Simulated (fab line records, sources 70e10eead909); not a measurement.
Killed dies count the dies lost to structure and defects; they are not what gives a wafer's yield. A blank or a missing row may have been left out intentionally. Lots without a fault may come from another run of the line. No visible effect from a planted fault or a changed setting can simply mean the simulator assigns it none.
Matching of chambers ; flow nand-harc ; NHARC_A_CHANNEL_FILL_D1_ALD_16 on ald-hk-01 has 4 sister chambers
The step deposits SiO2, target thk 1.5 nm, pulse time 10 s, ald cycles 15. 4 wafers are shown with their chamber, then 7 later ones without.

## EACH WAFER AND ITS CHAMBER
wafer;chamber;heater-power-w (W)
L087.5;0;452
L088.1;2;480
L086.1;1;487
L086.2;3;511

## WAFERS WITH NO CHAMBER GIVEN
wafer;heater-power-w (W)
L086.6;492
L085.1;435
L085.4;485
L085.6;482
L096.1;475
L096.2;499
L096.6;491

## CHAMBER TAKEN BY EACH
wafer;from the rows above;in truth
L086.6;can't be placed: 1 or 2 or 3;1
L085.1;0;0
L085.4;can't be placed: 1 or 2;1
L085.6;can't be placed: 2 or 1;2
L096.1;can't be placed: 2 or 1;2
L096.2;can't be placed: 1 or 3 or 2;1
L096.6;can't be placed: 1 or 2 or 3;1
Placed correctly: 1 of 7. Cannot be placed on the basis of these rows: 6; the candidates contain the true chamber in 6. Wrongly placed: 0.
How it was worked out, from the rows above alone: a wafer's distance from a chamber is the root of the sum, over the readings, of the square of ((its reading less the chamber's mean) divided by the reading's scatter). The wafer belongs to the nearest chamber; if the next one is less than 2 further off, it can't be placed. The mean given for a chamber averages the wafers shown for that chamber. The scatter (one wafer shown for each chamber): square how far every hidden wafer sits from the nearest shown wafer, average those squares and take the square root.
